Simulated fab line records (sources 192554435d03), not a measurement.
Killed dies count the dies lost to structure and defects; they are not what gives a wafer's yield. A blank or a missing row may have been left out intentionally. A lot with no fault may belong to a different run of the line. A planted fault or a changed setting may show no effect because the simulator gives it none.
fab line records	flow n5-finfet	part 1 of 2: steps 1 to 21 of 28
record: lots: 5	wafers: 15	last-day: 16
route steps=1938 shown HKMG_FIN@464 GATE_CUT@465
lots that met no fault: taken from a fault-free run of the same line
start-h: hours from the record's opening day to when the first of the lot's shown wafers began	wait-h: hours since the lot's step before	" unchanged from the row above	L1.1+2: one row covering several wafers at once	- either no value or no given start	* or withheld: withheld	< > ~ a bound
route shown NAME@n: a module of which the file shows steps, and the number in the route of the first	usual: mean/standard deviation taken from wafers without a fault	same: alike in all rows	chamber/n: place in a boat	sites: the reading at each site	_std_site: how widely they spread, as a standard deviation	_edge_site: mean of outer sites minus mean of inner sites	radius-mm: how far each site lies from the wafer's centre	mask NAME#n: copy n	behind: the tool/chamber that last shaped the wafer	hold: why the lot went on hold/how many hours it stayed there/how the hold came to an end	device: the transistor (n, p or np) that didn't switch	end of line: the tests these same wafers got at the end of their route	a step with no rows: only its recipe	killed: dies that structure and defects cost at the first sort, which is not the same as the wafer's yield	map: dies across one wafer; x = killed, . = not, _ = none there
set.NAME: the setting that was run; set.NAME@STEP: the one run at that earlier step	model.NAME: the simulator's own value behind a step, which no gauge read
lots at some steps of the route; a table a step, a row a wafer
services: when a tool's chamber went out of use (start-h, in hours from the record's first day, below 0 if earlier), for how many hours, and the reason
== steps ==
step: N5_HKMG_FIN_INSPECT_28
recipe: inspect-instrument: darkfield	mode: post-cmp
usual: raw-defect-count: 43/18
lot.wafer	tool	chamber	start-h	wait-h	raw-defect-count
L076.1	defect-inspect-02	-	92.47	0.0	44
L076.2	"	-	"	"	53
L076.6	"	-	"	"	41
L079.1	defect-inspect-01	-	110.59	0.0	52
L079.2	"	-	"	"	31
L079.5	"	-	"	"	25
L085.1	defect-inspect-01	-	147.80	0.0	78
L085.2	"	-	"	"	48
L085.5	"	-	"	"	77
L087.1	defect-inspect-02	-	160.09	0.0	59
L087.3	"	-	"	"	50
L087.4	"	-	"	"	44
L091.2	defect-inspect-01	-	181.71	0.0	14
L091.4	"	-	"	"	9
L091.5	"	-	"	"	29
step: N5_GATE_CUT_ETCHBACK_00
recipe: chemistry: SF6/Cl2	target: W	pressure-mtorr: 8	icp-w: 900	bias-w: 80	SF6_flow_sccm: 40	Cl2_flow_sccm: 60
usual: drypump-motor-current-A: 5.5/0.39	oes-product-au: 0.76/0.13	throttle-valve-pct: 27.6/0.45
lot.wafer	tool	chamber	start-h	wait-h	drypump-motor-current-A	oes-product-au	rf-hours-counter-h	throttle-valve-pct
L076.1	rie-metal-01	1	92.51	0.0	5.1	0.61	123	28.1
L076.2	"	0	"	"	5.1	0.79	35	26.9
L076.6	"	1	"	"	5.1	0.61	-	28.1
L079.1	rie-metal-01	0	110.76	0.2	5.1	0.77	37	26.9
L079.2	"	1	"	"	5.2	0.61	125	28.1
L079.5	"	1	"	"	5.1	0.61	-	28.1
L085.1	rie-metal-03	1	147.83	0.0	5.3	0.76	43	27.8
L085.2	"	0	"	"	5.6	0.91	6	28.0
L085.5	"	1	"	"	5.3	0.76	-	27.8
L087.1	rie-metal-01	1	160.12	0.0	5.1	0.60	129	28.1
L087.3	"	0	"	"	5.1	0.76	-	26.9
L087.4	"	1	"	"	5.1	0.61	-	28.1
L091.2	rie-metal-02	0	181.74	0.0	6.0	0.93	4	27.1
L091.4	"	1	"	"	6.1	0.59	-	27.9
L091.5	"	0	"	"	6.0	0.93	-	27.1
step: N5_GATE_CUT_ETCH_56
recipe: chemistry: Cl2/Ar	target: TiN	target-depth-a: 216	pressure-mtorr: 10	icp-w: 600	bias-w: 60	Cl2_flow_sccm: 40	Ar_flow_sccm: 60
usual: drypump-motor-current-A: 5.5/0.4	oes-product-au: 0.77/0.14	throttle-valve-pct: 20.9/0.39
lot.wafer	tool	chamber	start-h	wait-h	drypump-motor-current-A	oes-product-au	rf-hours-counter-h	throttle-valve-pct
L076.1	rie-metal-01	1	92.63	0.1	5.1	0.60	123	21.3
L076.2	"	0	"	"	5.0	0.80	35	20.3
L076.6	"	1	"	"	5.1	0.60	-	21.3
L079.1	rie-metal-01	0	110.88	0.1	5.1	0.77	37	20.4
L079.2	"	1	"	"	5.1	0.59	125	21.3
L079.5	"	1	"	"	5.1	0.59	-	21.3
L085.1	rie-metal-03	1	147.95	0.1	5.3	0.77	43	20.9
L085.2	"	0	"	"	5.6	0.94	6	21.2
L085.5	"	1	"	"	5.3	0.78	-	20.9
L087.1	rie-metal-01	1	160.24	0.1	5.1	0.57	130	21.3
L087.3	"	0	"	"	5.0	0.76	-	20.4
L087.4	"	1	"	"	5.1	0.58	-	21.3
L091.2	rie-metal-02	0	181.86	0.1	6.0	0.95	4	20.3
L091.4	"	1	"	"	6.1	0.60	-	21.1
L091.5	"	0	"	"	6.0	0.94	-	20.2
step: N5_GATE_CUT_ETCHBACK_30
recipe: chemistry: Cl2/Ar	target: TiN	target-depth-a: 30	mode: isotropic	pressure-mtorr: 10	icp-w: 600	bias-w: 60	Cl2_flow_sccm: 40	Ar_flow_sccm: 60
usual: drypump-motor-current-A: 5.5/0.39	oes-product-au: 0.77/0.14	throttle-valve-pct: 20.9/0.39
lot.wafer	tool	chamber	start-h	wait-h	drypump-motor-current-A	oes-product-au	rf-hours-counter-h	throttle-valve-pct
L076.1	rie-metal-01	1	92.72	0.1	5.1	0.59	123	21.3
L076.2	"	0	"	"	5.0	0.78	35	20.3
L076.6	"	1	"	"	5.1	0.59	-	21.3
L079.1	rie-metal-01	0	110.97	0.1	5.0	0.78	37	20.3
L079.2	"	1	"	"	5.1	0.58	125	21.3
L079.5	"	1	"	"	5.1	0.58	-	21.3
L085.1	rie-metal-03	1	148.04	0.1	5.3	0.76	43	20.9
L085.2	"	0	"	"	5.5	0.93	6	21.2
L085.5	"	1	"	"	5.3	0.78	-	20.9
L087.1	rie-metal-01	1	160.33	0.1	5.1	0.58	130	21.3
L087.3	"	0	"	"	5.1	0.77	-	20.3
L087.4	"	1	"	"	5.1	0.58	-	21.3
L091.2	rie-metal-02	0	181.95	0.1	6.0	0.95	4	20.3
L091.4	"	1	"	"	6.1	0.60	-	21.2
L091.5	"	0	"	"	6.0	0.95	-	20.3
step: N5_GATE_CUT_VAPOR_ETCH_60
recipe: chemistry: BCl3/Cl2	target: HfO2	mode: isotropic
usual: drypump-motor-current-A: 5.5/0.39	oes-product-au: 0.77/0.13
lot.wafer	tool	chamber	start-h	wait-h	drypump-motor-current-A	oes-product-au
L076.1	rie-metal-01	1	92.75	0.0	5.1	0.61
L076.2	"	0	"	"	5.1	0.78
L076.6	"	1	"	"	5.1	0.62
L079.1	rie-metal-01	0	111.00	0.0	5.1	0.78
L079.2	"	1	"	"	5.1	0.61
L079.5	"	1	"	"	5.1	0.61
L085.1	rie-metal-03	1	148.07	0.0	5.3	0.77
L085.2	"	0	"	"	5.6	0.91
L085.5	"	1	"	"	5.3	0.77
L087.1	rie-metal-01	1	160.36	0.0	5.1	0.60
L087.3	"	0	"	"	5.1	0.75
L087.4	"	1	"	"	5.1	0.61
L091.2	rie-metal-02	0	181.98	0.0	6.0	0.93
L091.4	"	1	"	"	6.1	0.58
L091.5	"	0	"	"	6.0	0.93
step: N5_GATE_CUT_ETCH_58
recipe: chemistry: CH3F/O2	target: SiNx	target-depth-a: 170	time-s: 128.6	ion-energy-ev: 50	pressure-mtorr: 30	source-w: 415	bias-w: 21	Ar_flow_sccm: 150	CH3F_flow_sccm: 30	O2_flow_sccm: 20
usual: drypump-motor-current-A: 5.8/0.41	oes-product-au: 0.77/0.081	rf-vpp-V: 99.2/0.94	showerhead-plenum-p-Torr: 2.00/0.059	throttle-valve-pct: 16.32/0.25
lot.wafer	tool	chamber	start-h	wait-h	drypump-motor-current-A	oes-product-au	rf-hours-counter-h	rf-vpp-V	showerhead-plenum-p-Torr	throttle-valve-pct
L076.1	rie-diel-01	1	92.80	0.0	6.4	0.94	11	99.9	1.97	16.12
L076.2	"	3	"	"	5.9	0.85	80	100.3	2.10	16.17
L076.6	"	0	"	"	5.4	0.84	-	97.5	2.03	16.51
L079.1	rie-diel-02	2	111.05	0.0	5.8	0.74	169	99.2	2.06	16.34
L079.2	"	0	"	"	5.9	0.71	211	98.4	1.91	16.89
L079.5	"	0	"	"	5.9	0.71	-	98.4	1.91	16.87
L085.1	rie-diel-01	0	148.12	0.0	5.4	0.81	77	99.9	2.03	16.54
L085.2	"	3	"	"	5.9	0.83	95	100.6	2.10	16.18
L085.5	"	2	"	"	5.6	0.73	-	98.7	2.00	16.13
L087.1	rie-diel-01	1	160.41	0.0	6.5	0.90	30	101.1	1.97	16.13
L087.3	"	3	"	"	5.9	0.82	99	100.6	2.10	16.19
L087.4	"	2	"	"	5.6	0.73	178	99.8	2.00	16.13
L091.2	rie-diel-06	2	182.04	0.0	5.2	0.71	191	98.3	2.08	16.61
L091.4	"	1	"	"	5.4	0.67	-	100.2	1.97	16.34
L091.5	"	2	"	"	5.2	0.71	-	98.7	2.08	16.64
step: N5_GATE_CUT_STRIP_59
recipe: chemistry: N2/H2	time-s: 20	power-w: 100	temp-c: 40	pressure-mtorr: 100	rf-frequency-hz: 6e+07	bias-power-w: 3	n2-flow-sccm: 300	h2-flow-sccm: 300
usual: drypump-motor-current-A: 5.8/0.41	oes-product-au: 0.77/0.08	rf-vpp-V: 45.2/0.82	showerhead-plenum-p-Torr: 3.37/0.099	throttle-valve-pct: 12.21/0.25
lot.wafer	tool	chamber	start-h	wait-h	drypump-motor-current-A	oes-product-au	rf-hours-counter-h	rf-vpp-V	showerhead-plenum-p-Torr	throttle-valve-pct
L076.1	rie-diel-01	1	92.90	0.1	6.5	0.93	11	44.1	3.31	11.84
L076.2	"	3	"	"	5.9	0.85	80	45.2	3.52	11.92
L076.6	"	0	"	"	5.4	0.83	-	45.1	3.40	12.19
L079.1	rie-diel-02	2	111.15	0.1	5.8	0.74	170	46.2	3.52	12.41
L079.2	"	0	"	"	5.9	0.69	211	46.1	3.20	12.64
L079.5	"	0	"	"	5.9	0.69	-	45.1	3.20	12.65
L085.1	rie-diel-01	0	148.23	0.1	5.4	0.80	77	45.5	3.39	12.24
L085.2	"	3	"	"	5.9	0.83	95	44.5	3.51	11.98
L085.5	"	2	"	"	5.6	0.72	-	43.7	3.38	12.24
L087.1	rie-diel-01	1	160.52	0.1	6.5	0.89	30	44.1	3.30	11.87
L087.3	"	3	"	"	5.9	0.83	99	45.8	3.51	12.00
L087.4	"	2	"	"	5.6	0.73	178	45.2	3.38	12.23
L091.2	rie-diel-06	2	182.14	0.1	5.2	0.72	191	45.2	3.50	12.50
L091.4	"	1	"	"	5.5	0.66	-	44.9	3.35	12.39
L091.5	"	2	"	"	5.2	0.72	-	45.6	3.50	12.50
step: N5_GATE_CUT_PRECLEAN_31
recipe: temp-c: 23	chemistry: DIW	time-s: 300
lot.wafer	tool	chamber	start-h	wait-h
L076.1+2+6	wet-bench-01	0,7,1	92.98	0.1
L079.1+2+5	wet-bench-01	3,1,4	111.23	0.1
L085.1+2+5	wet-bench-02	0,7,4	148.31	0.1
L087.1+3+4	wet-bench-01	1,6,2	160.60	0.1
L091.2+4+5	wet-bench-03	0,1,6	182.22	0.1
step: N5_GATE_CUT_SRD_32
recipe: time-s: 30	temp-c: 23	rinse-liquid: diw	dry: ipa-marangoni
lot.wafer	tool	chamber	start-h	wait-h
L076.1+2+6	wet-bench-01	0,7,1	93.07	0.0
L079.1+2+5	wet-bench-01	3,1,4	111.32	0.0
L085.1+2+5	wet-bench-02	0,7,4	148.40	0.0
L087.1+3+4	wet-bench-01	1,6,2	160.68	0.0
L091.2+4+5	wet-bench-03	0,1,6	182.31	0.0
step: N5_GATE_CUT_SAC_CAP_01
recipe: material: SiNx	target-thk-a: 240	temp-c: 400	ald-precursor-family: SiH2I2	ald-co-reactant: N2/H2-plasma	pulse-time-s: 1	ald-cycles: 480	purge-time-s: 2	co-reactant-purge-time-s: 2	pressure-torr: 2
usual: heater-power-w: 880/96	precursor-pulse-height-rel: 1.003/0.021
lot.wafer	tool	chamber	start-h	wait-h	heater-power-w	precursor-pulse-height-rel
L076.1	ald-sin-01	0	93.11	0.0	934	0.981
L076.2	"	1	"	"	769	1.026
L076.6	"	0	94.20	1.1	941	1.024
L079.1	ald-sin-02	3	111.67	0.3	965	0.993
L079.2	"	2	"	"	865	1.005
L079.5	"	2	112.76	1.4	853	0.993
L085.1	ald-sin-02	3	148.44	0.0	940	1.038
L085.2	"	0	"	"	808	0.973
L085.5	"	2	149.53	1.1	839	1.026
L087.1	ald-sin-01	1	160.73	0.0	775	0.999
L087.3	"	2	"	"	991	1.021
L087.4	"	0	"	"	921	0.984
L091.2	ald-sin-01	1	182.81	0.5	785	0.989
L091.4	"	2	"	"	1030	0.978
L091.5	"	1	183.90	1.6	778	1.034
step: N5_GATE_CUT_PECVD_57
recipe: material: SiNx	target-thk-a: 210	temp-c: 400	precursor: SiH4/NH3/N2	pressure-torr: 1.5	rf-w: 300
usual: heater-power-w: 742/78	showerhead-plenum-p-Torr: 5.17/0.052	throttle-valve-pct: 39.9/2
lot.wafer	tool	chamber	start-h	wait-h	heater-power-w	showerhead-plenum-p-Torr	throttle-valve-pct
L076.1	pecvd-03	0	95.31	1.1	703	5.17	41.8
L076.2	"	1	"	"	690	5.06	42.6
L076.6	"	0	"	"	719	5.17	41.9
L079.1	pecvd-04	2	113.87	1.1	655	5.09	41.7
L079.2	"	0	"	"	780	5.24	40.9
L079.5	"	2	"	"	619	5.11	42.2
L085.1	pecvd-04	2	150.64	1.1	636	5.09	42.4
L085.2	"	1	"	"	730	5.18	40.4
L085.5	"	2	"	"	642	5.09	41.9
L087.1	pecvd-01	0	162.92	1.1	795	5.21	36.4
L087.3	"	2	"	"	829	5.17	39.1
L087.4	"	0	"	"	809	5.20	36.4
L091.2	pecvd-01	2	185.01	1.1	926	5.15	39.3
L091.4	"	0	"	"	789	5.21	36.5
L091.5	"	2	"	"	927	5.16	39.2
step: N5_GATE_CUT_CMP_02
recipe: stop-on: SiO2	t-overpolish-s: 12.7	post-cmp-clean: alkaline-brush	down-force-psi: 2.5	platen-rpm: 51.8	pad-velocity-m-s: 1.0307	target-thk-nm: 0
usual: head-pressure-psi: 2.500/0.0051	motor-current-A: 8.9/0.77	overpolish-run-s: 12.701/0.0092	time-to-endpoint-s: 24.9/2.6
lot.wafer	tool	chamber	start-h	wait-h	head-pressure-psi	motor-current-A	overpolish-run-s	time-to-endpoint-s
L076.1	cmp-02	3	95.46	0.1	2.494	8.4	12.698	25.7
L076.2	"	0	"	"	2.484	7.6	12.686	25.1
L076.6	"	2	"	"	2.507	8.8	12.699	27.7
L079.2	cmp-03	0	113.94	0.1	2.501	8.7	12.684	31.3
L079.1	"	2	"	"	2.494	9.1	12.698	24.4
L079.5	"	0	"	"	2.495	8.8	12.707	30.0
L085.2	cmp-01	0	150.86	0.2	2.498	7.2	12.686	18.2
L085.1	"	1	"	"	2.501	7.6	12.722	20.9
L085.5	"	3	"	"	2.499	10.8	12.699	22.3
L087.4	cmp-01	2	163.02	0.1	2.501	9.0	12.712	21.9
L087.3	"	3	"	"	2.507	10.1	12.702	22.1
L087.1	"	1	"	"	2.500	7.7	12.703	20.3
L091.2	cmp-03	3	185.08	0.1	2.502	8.7	12.689	25.3
L091.4	"	1	"	"	2.507	9.7	12.703	25.2
L091.5	"	0	"	"	2.509	9.0	12.695	27.9
step: N5_GATE_CUT_HM_DEP_46
recipe: material: SiO2	target-thk-a: 1300	temp-c: 400	precursor: TEOS/O2	pressure-torr: 6.5	rf-w: 900	teos-flow-sccm: 161.4	gas: O2	flow-sccm: 2650	time-s: 26.6
usual: heater-power-w: 536/92	showerhead-plenum-p-Torr: 8.353/0.027	throttle-valve-pct: 18.7/1.1
lot.wafer	tool	chamber	start-h	wait-h	heater-power-w	showerhead-plenum-p-Torr	throttle-valve-pct
L076.1	pecvd-04	1	95.71	0.0	506	8.380	18.7
L076.2	"	0	"	"	532	8.385	19.1
L076.6	"	2	"	"	378	8.319	19.8
L079.1	pecvd-03	2	114.27	0.0	648	8.355	17.2
L079.2	"	0	"	"	509	8.367	19.6
L079.5	"	0	"	"	520	8.362	19.6
L085.1	pecvd-03	1	151.12	0.0	513	8.321	19.8
L085.2	"	2	"	"	559	8.337	17.4
L085.5	"	1	"	"	368	8.310	19.9
L087.1	pecvd-01	0	163.35	0.0	599	8.349	17.0
L087.3	"	0	"	"	596	8.366	17.1
L087.4	"	2	"	"	735	8.340	18.3
L091.2	pecvd-03	2	185.41	0.0	602	8.353	17.5
L091.4	"	2	"	"	607	8.369	17.3
L091.5	"	0	"	"	460	8.347	19.6
step: N5_GATE_CUT_COAT_34
recipe: resist: SOC	temp-c: 250	time-s: 60	spin-rpm: 1500	resist-thk-nm: 60
usual: chill-plate-temp-C: 22.97/0.11
lot.wafer	tool	chamber	start-h	wait-h	chill-plate-temp-C
L076.1	litho-track-05	0	95.78	0.0	23.00
L076.2	"	0	"	"	22.79
L076.6	"	0	"	"	22.91
L079.1	litho-track-05	0	114.34	0.0	22.82
L079.2	"	0	"	"	22.94
L079.5	"	0	"	"	22.76
L085.1	litho-track-01	0	151.19	0.0	23.04
L085.2	"	0	"	"	22.89
L085.5	"	0	"	"	22.82
L087.1	litho-track-01	0	163.44	0.1	22.96
L087.3	"	0	"	"	22.90
L087.4	"	0	"	"	23.06
L091.2	litho-track-04	0	185.48	0.0	22.96
L091.4	"	0	"	"	23.04
L091.5	"	0	"	"	23.14
step: N5_GATE_CUT_COAT_35
recipe: resist: SiARC	temp-c: 220	time-s: 60	spin-rpm: 1500	resist-thk-nm: 10
usual: chill-plate-temp-C: 22.98/0.1
lot.wafer	tool	chamber	start-h	wait-h	chill-plate-temp-C
L076.1	litho-track-05	0	-	-	23.01
L076.2	"	0	"	"	22.92
L076.6	"	0	"	"	22.90
L079.1	litho-track-05	0	-	-	22.85
L079.2	"	0	"	"	22.96
L079.5	"	0	"	"	22.99
L085.1	litho-track-01	0	-	-	22.96
L085.2	"	0	"	"	22.88
L085.5	"	0	"	"	22.94
L087.1	litho-track-01	0	-	-	23.06
L087.3	"	0	"	"	22.90
L087.4	"	0	"	"	23.20
L091.2	litho-track-04	0	-	-	23.11
L091.4	"	0	"	"	23.13
L091.5	"	0	"	"	22.99
step: N5_GATE_CUT_COAT_27
recipe: resist: underlayer	temp-c: 205	time-s: 60	spin-rpm: 1500	resist-thk-nm: 10
usual: chill-plate-temp-C: 23.00/0.095
lot.wafer	tool	chamber	start-h	wait-h	chill-plate-temp-C
L076.1	litho-track-05	0	-	-	22.88
L076.2	"	0	"	"	23.08
L076.6	"	0	"	"	22.86
L079.1	litho-track-05	0	-	-	23.18
L079.2	"	0	"	"	23.03
L079.5	"	0	"	"	23.17
L085.1	litho-track-01	0	-	-	23.02
L085.2	"	0	"	"	22.99
L085.5	"	0	"	"	23.02
L087.1	litho-track-01	0	-	-	23.03
L087.3	"	0	"	"	22.89
L087.4	"	0	"	"	22.91
L091.2	litho-track-04	0	-	-	23.13
L091.4	"	0	"	"	23.05
L091.5	"	0	"	"	22.92
step: N5_GATE_CUT_COAT_07
recipe: resist: CAR-EUV	spin-rpm: 1500	resist-thk-nm: 30
usual: chill-plate-temp-C: 23.00/0.1
lot.wafer	tool	chamber	start-h	wait-h	chill-plate-temp-C
L076.1	litho-track-05	0	-	-	23.09
L076.2	"	0	"	"	22.90
L076.6	"	0	"	"	22.93
L079.1	litho-track-05	0	-	-	22.90
L079.2	"	0	"	"	22.95
L079.5	"	0	"	"	22.82
L085.1	litho-track-01	0	-	-	22.98
L085.2	"	0	"	"	22.90
L085.5	"	0	"	"	22.95
L087.1	litho-track-01	0	-	-	22.80
L087.3	"	0	"	"	22.92
L087.4	"	0	"	"	23.00
L091.2	litho-track-04	0	-	-	23.00
L091.4	"	0	"	"	23.25
L091.5	"	0	"	"	23.24
step: N5_GATE_CUT_EBR_09
recipe: solvent: PGMEA	ebr-width-mm: 1.5
usual: chill-plate-temp-C: 22.99/0.097
lot.wafer	tool	chamber	start-h	wait-h	chill-plate-temp-C
L076.1	litho-track-05	0	-	-	22.83
L076.2	"	0	"	"	22.96
L076.6	"	0	"	"	23.12
L079.1	litho-track-05	0	-	-	23.04
L079.2	"	0	"	"	23.04
L079.5	"	0	"	"	23.04
L085.1	litho-track-01	0	-	-	22.99
L085.2	"	0	"	"	23.05
L085.5	"	0	"	"	23.02
L087.1	litho-track-01	0	-	-	22.93
L087.3	"	0	"	"	22.99
L087.4	"	0	"	"	23.06
L091.2	litho-track-04	0	-	-	22.90
L091.4	"	0	"	"	23.00
L091.5	"	0	"	"	22.90
step: N5_GATE_CUT_SOFTBAKE_08
recipe: temp-c: 110	time-s: 60	resist: CAR-EUV
usual: chill-plate-temp-C: 23.00/0.11
lot.wafer	tool	chamber	start-h	wait-h	chill-plate-temp-C
L076.1	litho-track-05	0	-	-	22.95
L076.2	"	0	"	"	22.79
L076.6	"	0	"	"	22.95
L079.1	litho-track-05	0	-	-	23.01
L079.2	"	0	"	"	22.93
L079.5	"	0	"	"	23.10
L085.1	litho-track-01	0	-	-	23.04
L085.2	"	0	"	"	23.07
L085.5	"	0	"	"	22.90
L087.1	litho-track-01	0	-	-	22.94
L087.3	"	0	"	"	22.97
L087.4	"	0	"	"	23.03
L091.2	litho-track-04	0	-	-	22.97
L091.4	"	0	"	"	22.93
L091.5	"	0	"	"	22.77
step: N5_GATE_CUT_EXPOSE_10
recipe: mask-id: GATE_CUT	na: 0.33	source-shape: annular	sigma-inner: 0.35	sigma-outer: 0.8	polarization: unpolarized	target-cd-nm: 20	dose-mj: 43.25
lot.wafer	tool	chamber	start-h	wait-h	mask
L076.1+2+6	euv-scanner-01	0	95.92	-	GATE_CUT#0
L079.1+2+5	euv-scanner-02	0	114.47	-	GATE_CUT#0
L085.1+2+5	euv-scanner-01	0	151.32	-	GATE_CUT#0
L087.1+3+4	euv-scanner-02	0	163.70	-	GATE_CUT#0
L091.2+4+5	euv-scanner-01	0	185.75	-	GATE_CUT#0
step: N5_GATE_CUT_PEB_11
recipe: peb-temp-c: 100	peb-time-s: 60	resist: CAR-EUV
usual: chill-plate-temp-C: 23.00/0.095
lot.wafer	tool	chamber	start-h	wait-h	chill-plate-temp-C
L076.1	litho-track-04	0	95.98	0.1	22.99
L076.2	"	0	"	"	22.93
L076.6	"	0	"	"	23.02
L079.1	litho-track-05	0	114.54	0.1	22.98
L079.2	"	0	"	"	23.07
L079.5	"	0	"	"	23.10
L085.1	litho-track-04	0	151.39	0.1	23.18
L085.2	"	0	"	"	23.12
L085.5	"	0	"	"	22.99
L087.1	litho-track-01	0	163.77	0.1	22.78
L087.3	"	0	"	"	22.91
L087.4	"	0	"	"	23.06
L091.2	litho-track-05	0	185.81	0.1	22.88
L091.4	"	0	"	"	23.11
L091.5	"	0	"	"	23.06
